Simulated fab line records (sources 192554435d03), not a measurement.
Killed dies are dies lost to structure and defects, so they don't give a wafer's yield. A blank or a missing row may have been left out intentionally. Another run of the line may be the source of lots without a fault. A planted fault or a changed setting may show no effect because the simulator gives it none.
fab line records	flow n5-finfet
record: lots: 24	wafers: 72	last-day: 17
route steps=1938 shown BEOL_M9@1448 BEOL_M10@1471
lots untouched by any fault: they come from a run of this same line in which no faults occurred
start-h: hours from the record's first day to the start of the lot's first wafer shown	wait-h: hours elapsed since this lot's preceding step	" same as the row above	L1.1+2: several wafers, shown together as one row	- no value, or no start given	* or withheld: withheld	< > ~ a bound
route shown NAME@n: NAME is a module with steps in the file, n the number in the route of the first one	usual: average and standard deviation across the fault-free wafers	same: alike in all rows	chamber/n: place in a boat	sites: per-site readings	_std_site: their standard deviation	_edge_site: mean of outer sites minus mean of inner sites	radius-mm: for every site, how far away it sits from the centre of the wafer	mask NAME#n: copy n	behind: the last tool/chamber to shape the wafer	hold: what put the lot on hold/how long, in hours/how the hold closed	device: the n, p or np transistor that did not switch	end of line: the same wafers' tests at the end of the route	step lacking rows: just its recipe	killed: at the first sort, the dies lost to defects and structure; wafer yield is something else	map: a wafer's dies, marking killed ones x, the rest . and places with no die _
set.NAME: the setting as run; set.NAME@STEP: as run at that earlier step	model.NAME: the simulator's own value behind a step, which no gauge read
a sample of lots followed through the steps of the route, with each step as a table and each wafer as a row
services: when a tool's chamber went out of use (start-h, in hours from the record's first day, below 0 if earlier), for how many hours, and the reason
== steps ==
step: N5_BEOL_M9_STRIP_80
recipe: chemistry: N2/H2	time-s: 10	power-w: 450	temp-c: 40	pressure-mtorr: 20	rf-frequency-hz: 6e+07	bias-power-w: 7	n2-flow-sccm: 200	h2-flow-sccm: 200
usual: chamber-pressure-mTorr: 19.999/0.02	drypump-motor-current-A: 5.93/0.27	oes-product-au: 0.77/0.08	rf-vpp-V: 59.2/0.9	showerhead-plenum-p-Torr: 2.54/0.077	throttle-valve-pct: 23.52/0.29
lot.wafer	tool	chamber	start-h	wait-h	chamber-pressure-mTorr	drypump-motor-current-A	oes-product-au	rf-hours-counter-h	rf-vpp-V	showerhead-plenum-p-Torr	throttle-valve-pct
L074.3	rie-diel-06	1	-	-	19.984	6.47	0.85	60	60.2	2.55	23.25
L074.4	"	0	"	"	20.003	5.80	0.69	178	59.6	2.67	23.91
L074.5	"	2	"	"	19.998	6.03	0.70	-	58.9	2.48	23.08
L075.2	rie-diel-06	0	-	-	20.004	5.78	0.70	181	60.7	2.67	23.90
L075.4	"	2	"	"	20.011	6.03	0.70	206	59.9	2.48	23.07
L075.6	"	2	"	"	19.958	6.02	0.70	-	59.3	2.48	23.08
L077.1	rie-diel-02	1	-	-	19.997	5.96	0.81	74	59.0	2.67	23.16
L077.2	"	2	"	"	19.989	5.94	0.72	178	60.1	2.53	23.46
L077.5	"	2	"	"	19.993	5.96	0.72	-	60.0	2.53	23.45
L078.1	rie-diel-06	1	-	-	19.970	6.52	0.85	66	58.3	2.55	23.24
L078.2	"	0	"	"	19.985	5.80	0.70	184	59.1	2.67	23.90
L078.6	"	3	"	"	20.009	5.78	0.70	-	58.4	2.51	23.82
L076.2	rie-diel-03	3	-	-	19.983	5.86	0.69	237	59.6	2.61	23.56
L076.5	"	0	"	"	20.029	5.70	0.74	-	60.7	2.41	23.55
L076.6	"	3	"	"	20.001	5.85	0.69	-	57.4	2.61	23.53
L080.1	rie-diel-02	1	-	-	19.998	5.96	0.81	79	58.7	2.67	23.18
L080.3	"	0	"	"	19.956	5.50	0.90	33	59.2	2.47	23.52
L080.5	"	2	"	"	19.966	5.99	0.74	-	59.2	2.53	23.46
L079.1	rie-diel-06	2	-	-	20.001	6.05	0.69	215	59.5	2.47	23.10
L079.4	"	3	"	"	19.975	5.79	0.69	231	60.2	2.50	23.80
L079.5	"	1	"	"	19.987	6.54	0.85	-	59.7	2.55	23.26
L082.1	rie-diel-02	1	-	-	20.005	5.97	0.80	87	59.9	2.67	23.18
L082.2	"	3	"	"	19.998	6.15	0.87	33	58.2	2.50	23.79
L082.6	"	1	"	"	20.005	5.97	0.80	-	59.9	2.67	23.17
L081.2	rie-diel-02	2	-	-	20.013	5.96	0.72	191	58.8	2.53	23.46
L081.4	"	3	"	"	20.025	6.15	0.88	34	59.6	2.50	23.80
L081.6	"	2	"	"	20.006	5.98	0.72	-	59.5	2.53	23.48
L083.3	rie-diel-06	1	-	-	20.010	6.51	0.83	78	58.7	2.55	23.26
L083.5	"	1	"	"	20.000	6.52	0.83	-	60.4	2.54	23.26
L083.6	"	0	"	"	20.000	5.80	0.69	-	61.4	2.66	23.92
L084.2	rie-diel-02	1	-	-	20.094	5.98	0.79	91	58.6	2.66	23.18
L084.3	"	3	"	"	19.977	6.18	0.86	38	57.6	2.50	23.81
L084.6	"	1	"	"	20.011	5.97	0.80	-	59.5	2.66	23.17
L085.1	rie-diel-02	3	-	-	19.966	6.13	0.86	39	57.8	2.50	23.79
L085.3	"	1	"	"	20.016	5.97	0.80	92	60.0	2.66	23.19
L085.6	"	3	"	"	19.979	6.16	0.86	-	58.1	2.50	23.80
L086.1	rie-diel-02	2	-	-	19.999	5.95	0.71	197	59.6	2.52	23.49
L086.2	"	1	"	"	20.001	5.99	0.79	93	60.1	2.66	23.18
L086.5	"	1	"	"	20.013	5.98	0.79	-	59.6	2.66	23.18
L087.1	rie-diel-03	0	-	-	20.010	5.73	0.73	194	59.0	2.41	23.57
L087.4	"	0	"	"	19.965	5.75	0.74	-	58.5	2.41	23.56
L087.6	"	2	"	"	20.026	6.04	0.78	-	58.0	2.56	23.78
L089.2	rie-diel-03	3	-	-	19.997	5.85	0.96	1	59.4	2.61	23.05
L089.5	"	2	"	"	20.021	6.05	0.78	-	59.6	2.56	23.76
L089.6	"	1	"	"	19.991	5.47	0.68	-	57.5	2.50	23.88
L088.1	rie-diel-06	1	-	-	20.012	6.51	0.82	88	59.6	2.54	23.29
L088.3	"	3	"	"	19.966	5.80	0.68	249	59.3	2.50	23.83
L088.6	"	1	"	"	19.988	6.53	0.82	-	59.8	2.54	23.27
L090.2	rie-diel-03	3	-	-	20.006	5.85	0.94	5	59.5	2.61	23.07
L090.5	"	3	"	"	19.991	5.87	0.94	-	59.3	2.61	23.06
L090.6	"	2	"	"	19.977	6.05	0.78	-	59.9	2.56	23.79
L091.4	rie-diel-02	1	-	-	19.991	5.97	0.79	102	57.7	2.66	23.20
L091.5	"	2	"	"	20.014	5.97	0.71	-	58.8	2.52	23.48
L091.6	"	1	"	"	19.996	6.00	0.79	-	60.8	2.66	23.18
L092.2	rie-diel-06	1	-	-	20.015	6.55	0.82	98	59.1	2.54	23.30
L092.3	"	2	"	"	20.030	6.05	0.68	242	57.2	2.46	23.13
L092.5	"	1	"	"	19.989	6.54	0.81	-	58.1	2.54	23.31
L093.3	rie-diel-06	2	-	-	19.989	6.04	0.68	242	59.4	2.46	23.13
L093.5	"	1	"	"	19.982	6.51	0.82	-	59.4	2.54	23.29
L093.6	"	0	"	"	20.003	5.79	0.68	-	59.6	2.65	23.96
L094.1	rie-diel-03	3	-	-	20.001	5.83	0.90	11	60.0	2.60	23.07
L094.3	"	0	"	"	19.951	5.72	0.72	207	60.1	2.40	23.58
L094.5	"	3	"	"	19.981	5.84	0.90	-	58.7	2.60	23.06
L095.3	rie-diel-03	0	-	-	19.997	5.71	0.72	213	59.4	2.40	23.61
L095.4	"	0	"	"	19.975	5.69	0.72	-	58.6	2.40	23.58
L095.5	"	2	"	"	19.992	6.04	0.76	-	59.7	2.56	23.80
L097.1	rie-diel-06	3	-	-	20.005	5.78	0.97	6	59.6	2.49	23.56
L097.2	"	0	"	"	19.997	5.80	0.67	224	60.8	2.65	23.96
L097.6	"	3	"	"	19.996	5.77	0.99	-	58.7	2.49	23.55
L096.3	rie-diel-02	1	-	-	19.994	5.95	0.78	115	58.9	2.65	23.21
L096.5	"	0	"	"	20.019	5.46	0.84	-	58.6	2.45	23.56
L096.6	"	3	"	"	20.001	6.14	0.82	-	58.2	2.49	23.82
step: N5_BEOL_M9_OCD_MEAS_38
usual: trench-depth-nm: 152/3.5
lot.wafer	tool	chamber	start-h	wait-h	trench-depth-nm
L074.3	ocd-02	-	201.19	-	149
L074.4	"	-	"	"	149
L074.5	"	-	"	"	155
L075.2	ocd-01	-	207.50	-	149
L075.4	"	-	"	"	156
L075.6	"	-	"	"	155
L077.1	ocd-02	-	213.70	-	156
L077.2	"	-	"	"	150
L077.5	"	-	"	"	149
L078.1	ocd-01	-	220.07	-	148
L078.2	"	-	"	"	149
L078.6	"	-	"	"	144
L076.2	ocd-01	-	222.35	-	147
L076.5	"	-	"	"	154
L076.6	"	-	"	"	149
L080.1	ocd-01	-	229.86	-	154
L080.3	"	-	"	"	152
L080.5	"	-	"	"	149
L079.1	ocd-01	-	237.98	-	156
L079.4	"	-	"	"	143
L079.5	"	-	"	"	148
L082.1	ocd-02	-	256.06	-	158
L082.2	"	-	"	"	157
L082.6	"	-	"	"	155
L081.2	ocd-02	-	256.89	-	150
L081.4	"	-	"	"	155
L081.6	"	-	"	"	151
L083.3	ocd-02	-	260.38	-	151
L083.5	"	-	"	"	151
L083.6	"	-	"	"	153
L084.2	ocd-02	-	269.04	-	155
L084.3	"	-	"	"	154
L084.6	"	-	"	"	155
L085.1	ocd-02	-	272.83	-	152
L085.3	"	-	"	"	154
L085.6	"	-	"	"	152
L086.1	ocd-02	-	275.01	-	152
L086.2	"	-	"	"	155
L086.5	"	-	"	"	154
L087.1	ocd-02	-	284.41	-	153
L087.4	"	-	"	"	156
L087.6	"	-	"	"	156
L089.2	ocd-02	-	288.04	-	147
L089.5	"	-	"	"	155
L089.6	"	-	"	"	149
L088.1	ocd-02	-	296.38	-	147
L088.3	"	-	"	"	141
L088.6	"	-	"	"	146
L090.2	ocd-02	-	304.50	-	147
L090.5	"	-	"	"	148
L090.6	"	-	"	"	154
L091.4	ocd-02	-	305.31	-	155
L091.5	"	-	"	"	150
L091.6	"	-	"	"	156
L092.2	ocd-02	-	323.76	-	148
L092.3	"	-	"	"	154
L092.5	"	-	"	"	149
L093.3	ocd-01	-	324.55	-	155
L093.5	"	-	"	"	148
L093.6	"	-	"	"	149
L094.1	ocd-02	-	326.92	-	150
L094.3	"	-	"	"	156
L094.5	"	-	"	"	150
L095.3	ocd-02	-	343.74	-	154
L095.4	"	-	"	"	154
L095.5	"	-	"	"	155
L097.1	ocd-02	-	345.73	-	152
L097.2	"	-	"	"	148
L097.6	"	-	"	"	152
L096.3	ocd-01	-	345.82	-	156
L096.5	"	-	"	"	150
L096.6	"	-	"	"	155
step: N5_BEOL_M10_CURE_71
recipe: temp-c: 385	time-s: 240	ambient: He/Ar	material: SiCOH_lowk
usual: lamp-power-pct: 52.31/0.051	wafer_temp_C_max: 386.6/0.62
lot.wafer	tool	chamber	start-h	wait-h	lamp-power-pct	wafer_temp_C_max
L074.3	uv-cure-02	0	204.37	0.2	52.44	386.7
L074.4	"	0	"	"	52.36	386.4
L074.5	"	0	"	"	52.33	386.4
L075.2	uv-cure-01	1	210.39	0.1	52.31	388.4
L075.4	"	1	"	"	52.28	387.8
L075.6	"	1	"	"	52.35	388.4
L077.1	uv-cure-02	1	217.71	0.1	52.36	385.8
L077.2	"	1	"	"	52.34	386.5
L077.5	"	1	"	"	52.21	385.7
L078.1	uv-cure-03	1	222.88	0.0	52.28	386.7
L078.2	"	1	"	"	52.34	386.4
L078.6	"	1	"	"	52.30	386.3
L076.2	uv-cure-02	0	226.43	0.1	52.39	386.5
L076.5	"	0	"	"	52.29	386.3
L076.6	"	0	"	"	52.36	386.9
L080.1	uv-cure-02	0	233.50	0.0	52.35	386.4
L080.3	"	0	"	"	52.31	386.1
L080.5	"	0	"	"	52.36	386.4
L079.1	uv-cure-02	2	241.17	0.5	52.32	385.9
L079.4	"	2	"	"	52.25	386.6
L079.5	"	2	"	"	52.22	386.9
L082.1	uv-cure-02	0	258.81	0.0	52.36	387.0
L082.2	"	0	"	"	52.25	386.3
L082.6	"	0	"	"	52.21	386.5
L081.2	uv-cure-03	1	261.64	0.1	52.35	386.3
L081.4	"	1	"	"	52.37	386.5
L081.6	"	1	"	"	52.24	386.1
L083.3	uv-cure-03	2	263.57	0.4	52.27	386.0
L083.5	"	2	"	"	52.31	386.1
L083.6	"	2	"	"	52.29	385.7
L084.2	uv-cure-01	2	271.78	0.1	52.46	387.9
L084.3	"	2	"	"	52.35	387.3
L084.6	"	2	"	"	52.29	387.9
L085.1	uv-cure-02	0	276.58	0.4	52.32	386.5
L085.3	"	0	"	"	52.27	386.3
L085.6	"	0	"	"	52.33	386.2
L086.1	uv-cure-03	0	277.60	0.0	52.27	386.4
L086.2	"	0	"	"	52.29	386.5
L086.5	"	0	"	"	52.26	386.3
L087.1	uv-cure-03	0	287.06	0.0	52.24	386.2
L087.4	"	0	"	"	52.28	386.2
L087.6	"	0	"	"	52.30	386.3
L089.2	uv-cure-01	2	291.24	0.2	52.31	386.7
L089.5	"	2	"	"	52.28	386.5
L089.6	"	2	"	"	52.32	387.1
L088.1	uv-cure-03	1	299.63	0.0	52.25	386.2
L088.3	"	1	"	"	52.35	386.0
L088.6	"	1	"	"	52.36	386.3
L090.2	uv-cure-01	0	307.89	0.1	52.28	387.4
L090.5	"	0	"	"	52.31	386.9
L090.6	"	0	"	"	52.36	387.0
L091.4	uv-cure-02	2	308.42	0.3	52.31	387.5
L091.5	"	2	"	"	52.23	387.0
L091.6	"	2	"	"	52.37	386.4
L092.2	uv-cure-03	1	326.20	0.1	52.24	386.1
L092.3	"	1	"	"	52.34	386.1
L092.5	"	1	"	"	52.36	385.9
L093.3	uv-cure-02	2	327.69	0.2	52.37	387.3
L093.5	"	2	"	"	52.30	387.3
L093.6	"	2	"	"	52.32	387.2
L094.1	uv-cure-02	2	329.37	0.0	52.32	386.2
L094.3	"	2	"	"	52.26	386.7
L094.5	"	2	"	"	52.26	386.4
L095.3	uv-cure-03	1	346.65	0.2	52.29	386.3
L095.4	"	1	"	"	52.32	386.6
L095.5	"	1	"	"	52.33	386.5
L097.1	uv-cure-03	1	350.34	0.0	52.36	386.1
L097.2	"	1	"	"	52.34	386.8
L097.6	"	1	"	"	52.31	386.2
L096.3	uv-cure-01	0	351.20	0.2	52.40	386.9
L096.5	"	0	"	"	52.35	386.7
L096.6	"	0	"	"	52.32	386.8
step: N5_BEOL_M10_INSPECT_13
recipe: mode: adi	inspect-instrument: brightfield
usual: raw-defect-count: 379/84
lot.wafer	tool	chamber	start-h	wait-h	raw-defect-count
L074.3	defect-inspect-02	-	205.64	0.0	316
L074.4	"	-	"	"	283
L074.5	"	-	"	"	435
L075.2	defect-inspect-02	-	211.82	0.0	461
L075.4	"	-	"	"	337
L075.6	"	-	"	"	354
L077.1	defect-inspect-02	-	221.01	0.0	733
L077.2	"	-	"	"	467
L077.5	"	-	"	"	517
L078.1	defect-inspect-02	-	225.72	0.0	326
L078.2	"	-	"	"	319
L078.6	"	-	"	"	306
L076.2	defect-inspect-02	-	228.42	0.0	261
L076.5	"	-	"	"	312
L076.6	"	-	"	"	401
L080.1	defect-inspect-02	-	234.96	0.0	294
L080.3	"	-	"	"	321
L080.5	"	-	"	"	239
L079.1	defect-inspect-01	-	242.91	0.0	465
L079.4	"	-	"	"	400
L079.5	"	-	"	"	507
L082.1	defect-inspect-01	-	261.63	0.0	338
L082.2	"	-	"	"	260
L082.6	"	-	"	"	406
L081.2	defect-inspect-01	-	263.29	0.0	391
L081.4	"	-	"	"	440
L081.6	"	-	"	"	591
L083.3	defect-inspect-02	-	266.17	0.0	395
L083.5	"	-	"	"	408
L083.6	"	-	"	"	504
L084.2	defect-inspect-01	-	273.49	0.0	419
L084.3	"	-	"	"	337
L084.6	"	-	"	"	318
L085.1	defect-inspect-02	-	279.43	0.0	414
L085.3	"	-	"	"	451
L085.6	"	-	"	"	469
L086.1	defect-inspect-02	-	279.73	0.0	282
L086.2	"	-	"	"	345
L086.5	"	-	"	"	370
L087.1	defect-inspect-02	-	288.36	0.0	267
L087.4	"	-	"	"	213
L087.6	"	-	"	"	306
L089.2	defect-inspect-01	-	293.26	0.0	408
L089.5	"	-	"	"	509
L089.6	"	-	"	"	447
L088.1	defect-inspect-02	-	302.51	0.0	283
L088.3	"	-	"	"	269
L088.6	"	-	"	"	346
L090.2	defect-inspect-02	-	310.61	0.0	330
L090.5	"	-	"	"	309
L090.6	"	-	"	"	425
L091.4	defect-inspect-02	-	310.69	0.0	306
L091.5	"	-	"	"	350
L091.6	"	-	"	"	362
L092.2	defect-inspect-02	-	327.72	0.0	442
L092.3	"	-	"	"	417
L092.5	"	-	"	"	392
L093.3	defect-inspect-02	-	331.11	0.0	345
L093.5	"	-	"	"	407
L093.6	"	-	"	"	436
L094.1	defect-inspect-02	-	331.88	0.0	471
L094.3	"	-	"	"	555
L094.5	"	-	"	"	356
L095.3	defect-inspect-01	-	349.39	0.0	491
L095.4	"	-	"	"	258
L095.5	"	-	"	"	424
L097.1	defect-inspect-01	-	351.55	0.0	325
L097.2	"	-	"	"	368
L097.6	"	-	"	"	263
L096.3	defect-inspect-02	-	353.46	0.0	336
L096.5	"	-	"	"	285
L096.6	"	-	"	"	311
step: N5_BEOL_M10_OVL_MEAS_29
recipe: points-per-wafer: 44
usual: V9_OVL: -0.1/0.82
lot.wafer	tool	chamber	start-h	wait-h	V9_OVL[nm]
L074.3	overlay-02	0	206.57	0.0	-0.2
L074.4	"	0	"	"	0.7
L074.5	"	0	"	"	-0.9
L075.2	overlay-01	0	213.22	0.0	-0.9
L075.4	"	0	"	"	-0.2
L075.6	"	0	"	"	-0.8
L077.1	overlay-01	0	221.94	0.0	0.6
L077.2	"	0	"	"	0.5
L077.5	"	0	"	"	1.6
L078.1	overlay-01	0	226.65	0.0	-1.3
L078.2	"	0	"	"	-0.7
L078.6	"	0	"	"	-1.0
L076.2	overlay-01	0	229.52	0.0	-0.8
L076.5	"	0	"	"	-1.1
L076.6	"	0	"	"	-0.5
L080.1	overlay-01	0	237.25	0.0	-0.3
L080.3	"	0	"	"	0.5
L080.5	"	0	"	"	0.8
L079.1	overlay-01	0	246.47	0.0	0.0
L079.4	"	0	"	"	0.6
L079.5	"	0	"	"	-0.1
L082.1	overlay-02	0	262.97	0.0	0.3
L082.2	"	0	"	"	-0.4
L082.6	"	0	"	"	0.5
L081.2	overlay-01	0	264.80	0.0	0.3
L081.4	"	0	"	"	1.4
L081.6	"	0	"	"	0.1
L083.3	overlay-02	0	268.60	0.0	-1.5
L083.5	"	0	"	"	-2.2
L083.6	"	0	"	"	-1.9
L084.2	overlay-02	0	274.66	0.0	0.4
L084.3	"	0	"	"	-1.2
L084.6	"	0	"	"	0.0
L085.1	overlay-01	0	280.89	0.0	0.5
L085.3	"	0	"	"	0.9
L085.6	"	0	"	"	1.0
L086.1	overlay-01	0	281.11	0.0	-0.4
L086.2	"	0	"	"	-0.2
L086.5	"	0	"	"	-0.8
L087.1	overlay-02	0	292.02	0.0	-0.6
L087.4	"	0	"	"	-0.6
L087.6	"	0	"	"	0.9
L089.2	overlay-01	0	295.86	0.0	0.1
L089.5	"	0	"	"	-1.7
L089.6	"	0	"	"	0.1
L088.1	overlay-01	0	303.32	0.0	-0.6
L088.3	"	0	"	"	-0.8
L088.6	"	0	"	"	-1.3
L090.2	overlay-02	0	313.51	0.0	0.9
L090.5	"	0	"	"	0.2
L090.6	"	0	"	"	0.6
L091.4	overlay-01	0	313.68	0.0	1.1
L091.5	"	0	"	"	-0.1
L091.6	"	0	"	"	0.0
L092.2	overlay-02	0	330.21	0.0	0.9
L092.3	"	0	"	"	0.8
L092.5	"	0	"	"	0.0
L093.3	overlay-02	0	332.05	0.0	-0.9
L093.5	"	0	"	"	0.4
L093.6	"	0	"	"	0.5
L094.1	overlay-02	0	334.31	0.0	-0.2
L094.3	"	0	"	"	0.9
L094.5	"	0	"	"	-0.2
L095.3	overlay-01	0	350.58	0.0	0.2
L095.4	"	0	"	"	0.1
L095.5	"	0	"	"	-1.1
L097.1	overlay-02	0	352.53	0.0	-0.3
L097.2	"	0	"	"	0.6
L097.6	"	0	"	"	0.3
L096.3	overlay-02	0	355.59	0.0	-0.5
L096.5	"	0	"	"	-0.4
L096.6	"	0	"	"	0.4
step: N5_BEOL_M10_VIA_ETCH_34
recipe: chemistry: C4F6/O2	target: SiCOH_lowk	target-depth-a: 1845	mask-material: SOC	taper-deg: 4	time-s: 69.2	ion-energy-ev: 250	pressure-mtorr: 30	source-w: 345	bias-w: 185	Ar_flow_sccm: 300	C4F6_flow_sccm: 10	O2_flow_sccm: 10
usual: chamber-pressure-mTorr: 30.001/0.028	drypump-motor-current-A: 5.4/0.59	oes_ar_750_au: 0.82/0.072	oes-product-au: 0.82/0.08	rf-vpp-V: 668/20	showerhead-plenum-p-Torr: 2.80/0.076	throttle-valve-pct: 20.74/0.28
lot.wafer	tool	chamber	start-h	wait-h	chamber-pressure-mTorr	drypump-motor-current-A	oes_ar_750_au	oes-product-au	rf-hours-counter-h	rf-vpp-V	showerhead-plenum-p-Torr	throttle-valve-pct
L074.3	rie-diel-05	0	206.83	0.0	29.967	6.0	0.90	0.92	20	675	2.78	20.42
L074.4	"	1	"	"	30.071	6.5	0.74	0.72	181	671	2.74	21.03
L074.5	"	1	"	"	30.012	6.4	0.74	0.73	-	673	2.74	21.04
L075.2	rie-diel-05	2	213.84	0.0	29.977	5.2	0.82	0.83	78	669	2.88	20.54
L075.4	"	3	"	"	29.938	4.9	0.73	0.73	199	638	2.73	21.09
L075.6	"	2	"	"	29.990	5.2	0.81	0.83	-	671	2.88	20.56
L077.1	rie-diel-05	1	222.53	0.0	30.015	6.4	0.73	0.72	186	673	2.74	21.05
L077.2	"	3	"	"	29.969	4.9	0.73	0.72	201	637	2.73	21.10
L077.5	"	3	"	"	30.025	4.9	0.73	0.72	-	638	2.73	21.08
L078.1	rie-diel-05	0	226.92	0.0	30.007	5.9	0.89	0.90	26	673	2.78	20.44
L078.2	"	2	"	"	29.981	5.2	0.81	0.83	82	668	2.88	20.55
L078.6	"	1	"	"	30.031	6.5	0.73	0.72	-	670	2.74	21.05
L076.2	rie-diel-01	3	230.41	0.0	30.010	4.9	0.93	0.95	7	669	2.76	20.31
L076.5	"	0	"	"	29.995	4.9	0.88	0.88	-	698	2.81	20.89
L076.6	"	3	"	"	30.030	4.9	0.93	0.96	-	670	2.76	20.28
L080.1	rie-diel-05	2	237.52	0.0	30.024	5.2	0.80	0.82	87	671	2.88	20.56
L080.3	"	3	"	"	30.013	4.9	0.73	0.71	207	638	2.72	21.10
L080.5	"	0	"	"	29.981	6.0	0.88	0.89	-	673	2.77	20.43
L079.1	rie-diel-05	2	246.74	0.0	30.038	5.3	0.80	0.81	90	669	2.88	20.58
L079.4	"	0	"	"	29.966	5.9	0.87	0.87	34	674	2.77	20.44
L079.5	"	2	"	"	29.962	5.2	0.80	0.81	-	669	2.88	20.57
L082.1	rie-diel-05	0	263.40	0.0	29.990	6.0	0.87	0.85	41	674	2.77	20.45
L082.2	"	3	"	"	30.014	4.9	0.72	0.71	217	638	2.72	21.10
L082.6	"	3	"	"	29.991	4.9	0.72	0.70	-	637	2.72	21.11
L081.2	rie-diel-05	0	265.07	0.0	29.983	5.9	0.86	0.87	42	674	2.77	20.46
L081.4	"	2	"	"	30.027	5.2	0.78	0.81	-	670	2.88	20.59
L081.6	"	3	"	"	29.975	4.9	0.72	0.71	-	637	2.72	21.11
L083.3	rie-diel-01	2	268.87	0.0	29.998	6.3	0.89	0.90	15	648	2.77	20.63
L083.5	"	3	"	"	29.997	4.9	0.89	0.90	-	671	2.76	20.29
L083.6	"	0	"	"	30.013	4.9	0.85	0.86	-	696	2.80	20.90
L084.2	rie-diel-05	2	274.93	0.0	29.983	5.2	0.78	0.80	102	669	2.87	20.60
L084.3	"	0	"	"	29.956	6.0	0.85	0.87	46	674	2.77	20.45
L084.6	"	2	"	"	30.015	5.2	0.78	0.79	-	670	2.87	20.58
L085.1	rie-diel-04	3	281.16	0.0	29.968	4.9	0.67	0.67	241	704	2.94	21.37
L085.3	"	2	"	"	29.990	5.3	0.68	0.69	233	645	2.70	20.66
L085.6	"	1	"	"	29.952	5.3	0.86	0.86	-	689	2.98	20.55
L086.1	rie-diel-01	0	281.38	0.0	30.034	4.9	0.85	0.87	49	698	2.80	20.88
L086.2	"	3	"	"	29.994	4.8	0.89	0.91	26	670	2.76	20.31
L086.5	"	2	"	"	29.948	6.3	0.88	0.89	-	650	2.77	20.65
L087.1	rie-diel-01	1	292.64	0.0	30.008	4.7	0.71	0.69	241	642	2.92	21.11
L087.4	"	3	"	"	30.038	4.9	0.88	0.90	31	670	2.75	20.34
L087.6	"	3	"	"	29.993	4.9	0.88	0.89	-	672	2.75	20.34
L089.2	rie-diel-05	1	296.13	0.0	30.019	6.4	0.72	0.71	201	672	2.73	21.08
L089.5	"	0	"	"	30.028	5.9	0.85	0.85	-	673	2.76	20.46
L089.6	"	1	"	"	29.992	6.4	0.72	0.71	-	672	2.73	21.06
L088.1	rie-diel-01	2	303.76	0.0	30.033	6.3	0.87	0.87	29	647	2.77	20.64
L088.3	"	1	"	"	29.992	4.7	0.70	0.69	246	641	2.92	21.11
L088.6	"	1	"	"	29.993	4.7	0.70	0.70	-	642	2.92	21.12
L090.2	rie-diel-01	3	313.78	0.0	29.989	4.9	0.86	0.88	37	669	2.75	20.32
L090.5	"	3	"	"	30.019	4.9	0.87	0.88	-	670	2.75	20.33
L090.6	"	2	"	"	30.017	6.3	0.86	0.87	-	649	2.77	20.66
L091.4	rie-diel-04	1	314.25	0.0	30.058	5.3	0.83	0.83	-	689	2.98	20.57
L091.5	"	0	"	"	29.957	5.5	0.89	0.89	-	677	2.79	21.06
L091.6	"	2	"	"	29.964	5.3	0.68	0.67	-	647	2.69	20.69
L092.2	rie-diel-04	0	330.49	0.0	30.057	5.5	0.88	0.88	48	676	2.78	21.05
L092.3	"	1	"	"	29.990	5.4	0.82	0.83	61	690	2.97	20.59
L092.5	"	3	"	"	30.033	4.9	0.94	0.96	-	705	2.93	20.96
L093.3	rie-diel-01	0	332.60	0.0	29.975	4.9	0.82	0.84	69	698	2.79	20.93
L093.5	"	2	"	"	29.963	6.3	0.85	0.85	-	648	2.76	20.67
L093.6	"	3	"	"	30.002	4.8	0.86	0.87	-	670	2.75	20.34
L094.1	rie-diel-04	3	334.58	0.0	30.002	4.9	0.93	0.96	7	705	2.93	20.97
L094.3	"	1	"	"	29.982	5.3	0.82	0.83	62	690	2.97	20.59
L094.5	"	1	"	"	30.035	5.3	0.81	0.83	-	688	2.97	20.56
L095.3	rie-diel-01	3	350.85	0.0	29.985	4.8	0.84	0.85	53	670	2.74	20.36
L095.4	"	3	"	"	30.024	4.9	0.85	0.86	-	670	2.74	20.34
L095.5	"	2	"	"	29.990	6.3	0.84	0.84	-	647	2.76	20.69
L097.1	rie-diel-01	3	352.86	0.0	30.081	4.9	0.84	0.85	53	671	2.74	20.35
L097.2	"	1	"	"	30.025	4.7	0.97	0.99	6	641	2.91	20.72
L097.6	"	3	"	"	30.011	4.8	0.85	0.86	-	670	2.74	20.36
L096.3	rie-diel-01	2	355.86	0.0	29.986	6.3	0.84	0.84	49	647	2.76	20.69
L096.5	"	3	"	"	30.019	4.9	0.84	0.86	-	669	2.74	20.35
L096.6	"	0	"	"	29.976	4.9	0.82	0.84	-	696	2.79	20.95
== services ==
tool	chamber	start-h	hours	kind
uv-cure-03	-	190.66	8.8	repair
rie-diel-01	3	197.18	-	clean
rie-diel-01	3	197.18	-	consumable-replace:focus-ring
uv-cure-02	-	209.39	2.8	pm
uv-cure-01	-	211.51	7.5	pm
rie-diel-03	-	220.73	0.9	repair
rie-diel-02	3	229.20	1.3	repair
uv-cure-02	-	236.62	2.6	repair
rie-diel-03	0	237.94	16.9	repair
uv-cure-03	-	240.20	2.1	pm
rie-diel-04	-	240.99	2.6	repair
uv-cure-01	-	245.37	5.4	repair
rie-diel-05	1	254.24	8.0	repair
rie-diel-01	0	269.87	1.4	repair
uv-cure-03	-	270.87	6.0	pm
rie-diel-05	-	282.41	10.9	repair
uv-cure-01	-	294.39	2.1	pm
rie-diel-05	2	299.44	23.6	repair
uv-cure-02	-	310.58	0.2	repair
rie-diel-05	1	319.97	6.9	repair
rie-diel-04	2	320.59	4.6	repair
uv-cure-02	-	339.56	7.5	pm
rie-diel-02	2	343.65	3.2	repair
rie-diel-01	1	350.04	2.2	repair
== key ==
fault none
